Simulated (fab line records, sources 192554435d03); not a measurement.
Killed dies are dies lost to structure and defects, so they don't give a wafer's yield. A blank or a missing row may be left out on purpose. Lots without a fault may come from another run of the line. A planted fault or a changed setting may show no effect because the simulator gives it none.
Which tool did it? | flow n5_finfet | 10 lots, 30 wafers sampled, at 4 steps of a route of 1938

WHAT THE GAUGES READ, wafer by wafer
N5_BEOL_M5_CD_MEAS_28: target cd 30.6 nm, target cd y 20 nm. Usual: cd_nm 30.54 nm, standard deviation 0.28.
lot  | measured     | on        | cd_nm (nm)        | flag
L128 | day 8 07:28  | cd_sem-01 | 30.76 30.45 31.21 |
L129 | day 8 10:02  | cd_sem-03 | 30.47 30.18 30.80 |
L131 | day 9 01:53  | cd_sem-01 | 30.62 31.13 30.22 |
L139 | day 11 06:05 | cd_sem-02 | 30.57 30.51 30.60 |
L140 | day 11 13:31 | cd_sem-01 | 30.43 30.79 30.65 |
L143 | day 12 21:08 | cd_sem-03 | 30.49 30.47 30.34 |
L145 | day 12 21:22 | cd_sem-03 | 30.54 30.76 29.67 |
L147 | day 13 18:14 | cd_sem-01 | 30.21 30.43 30.46 |
L150 | day 14 03:32 | cd_sem-03 | 30.92 30.52 30.27 |
L148 | day 14 03:43 | cd_sem-01 | 30.49 30.26 30.54 |

N5_BEOL_M5_OVL_MEAS_29. Usual: V4_OVL -0.2 nm, standard deviation 0.68.
lot  | measured     | on         | V4_OVL (nm)    | flag
L128 | day 8 07:29  | overlay-02 | -0.4 0.1 -1.2  |
L129 | day 8 10:04  | overlay-02 | -0.9 -0.8 -0.8 |
L131 | day 9 01:56  | overlay-02 | -0.3 -1.2 -0.4 |
L139 | day 11 06:07 | overlay-02 | 0.0 0.6 1.0    |
L140 | day 11 13:32 | overlay-01 | 0.2 0.9 0.4    |
L143 | day 12 21:11 | overlay-01 | -1.2 -1.0 0.0  |
L145 | day 12 21:24 | overlay-02 | -0.8 -0.4 -1.0 |
L147 | day 13 18:16 | overlay-02 | 0.3 -0.5 -0.1  |
L150 | day 14 03:34 | overlay-01 | 1.3 0.0 1.2    |
L148 | day 14 03:45 | overlay-01 | -0.4 -0.5 -0.5 |

N5_BEOL_M5_INSPECT_30: inspects for defects (brightfield). Usual: raw_defect_count 447, standard deviation 110.
lot  | measured     | on                | raw_defect_count | flag
L128 | day 8 07:32  | defect_inspect-01 | 286 407 335      |
L129 | day 8 10:07  | defect_inspect-02 | 303 341 416      |
L131 | day 9 01:59  | defect_inspect-01 | 503 425 432      |
L139 | day 11 06:10 | defect_inspect-01 | 955 952 914      | OFF
L140 | day 11 13:36 | defect_inspect-02 | 960 986 836      | OFF
L143 | day 12 21:14 | defect_inspect-01 | 404 639 418      |
L145 | day 12 21:27 | defect_inspect-01 | 590 498 445      |
L147 | day 13 18:19 | defect_inspect-01 | 473 326 595      |
L150 | day 14 03:37 | defect_inspect-02 | 627 677 576      |
L148 | day 14 03:48 | defect_inspect-02 | 282 332 397      |

WHICH TOOL RAN EACH LOT (tool, then ch and the chambers of the sampled wafers, then the start)
lot  | N5_BEOL_M5_STRIP_19
L128 | rie_diel-06 ch 0,2,3, day 8 06:04
L129 | rie_diel-06 ch 1,2,3, day 8 08:48
L131 | rie_diel-06 ch 0,2,3, day 9 00:17
L139 | rie_diel-06 ch 0,1,2, day 11 02:41
L140 | rie_diel-06 ch 1,2,3, day 11 07:47
L143 | rie_diel-01 ch 1,2,3, day 12 19:15
L145 | rie_diel-01 ch 2,3, day 12 20:42
L147 | rie_diel-01 ch 0,1,2, day 13 17:08
L150 | rie_diel-01 ch 0,2,3, day 14 01:37
L148 | rie_diel-01 ch 0,2, day 14 02:35
- N5_BEOL_M5_STRIP_19: strips in O2.

WHAT THE TOOLS THEMSELVES READ (means of the sampled wafers that have a number; where no wafer has one, the mark that the record gives instead)
N5_BEOL_M5_STRIP_19. Usual: drypump_motor_current_A 5.52 A, standard deviation 0.26; oes_product_au 0.78 a.u., standard deviation 0.094; rf_vpp_V 3.6 V, standard deviation 0.49; showerhead_plenum_p_Torr 2.11 Torr, standard deviation 0.068; throttle_valve_pct 16.69 %, standard deviation 0.24.
lot  | tool        | drypump_motor_current_A (A) | oes_product_au (a.u.) | rf_vpp_V (V) | showerhead_plenum_p_Torr (Torr) | throttle_valve_pct (%) | flag
L128 | rie_diel-06 | 5.71                        | 0.77                  | 3.9          | 2.16                            | 16.56                  |
L129 | rie_diel-06 | 5.54                        | 0.76                  | 3.3          | 2.16                            | 16.57                  |
L131 | rie_diel-06 | 5.70                        | 0.77                  | 3.7          | 2.16                            | 16.57                  |
L139 | rie_diel-06 | 5.49                        | 0.70                  | 3.6          | 2.10                            | 16.77                  |
L140 | rie_diel-06 | 5.53                        | 0.74                  | 3.5          | 2.15                            | 16.60                  |
L143 | rie_diel-01 | 5.47                        | 0.90                  | 3.9          | 2.14                            | 16.64                  |
L145 | rie_diel-01 | 5.36                        | 0.87                  | 3.5          | 2.13                            | 16.87                  |
L147 | rie_diel-01 | 5.55                        | 0.86                  | 3.0          | 2.10                            | 16.63                  |
L150 | rie_diel-01 | 5.45                        | 0.82                  | 3.4          | 2.09                            | 16.86                  |
L148 | rie_diel-01 | 5.64                        | 0.87                  | 3.9          | 2.09                            | 16.78                  |

THE ANSWER, worked out from the rows above alone
Rule: a lot is off if the mean of its wafers that have a number lies more than 3 standard deviations from the usual mean. A lot without any number at a reading at which 4 lots or more have one is off too. The other lots that the step has rows for count as sound. The gauges are gone through in route order, then the tools' own readings, and for those a lot's mean is taken as printed above. The first step at which some lot is off is used, and at that step the reading that is off furthest; a lot without a number counts as furthest.
Off: L139, L140, at N5_BEOL_M5_INSPECT_30 (raw_defect_count).
A tool fits if, at a process step before that reading, it ran every lot that is off, and no sound lot after the first of them. The gauges at N5_BEOL_M5_INSPECT_30 are tried like those tools. One fits: rie_diel-06 at N5_BEOL_M5_STRIP_19. Its last sound lot is L131 (day 9 00:17), its first lot that is off L139 (day 11 02:41): a fault that began between those two fits.

WHAT THE SIMULATOR HAD PUT IN
Chamber particle source: rie_diel-06, from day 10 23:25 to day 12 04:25, at N5_BEOL_M5_STRIP_19. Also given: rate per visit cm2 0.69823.
Lots struck among those shown: L139, L140. The rule above found the same.
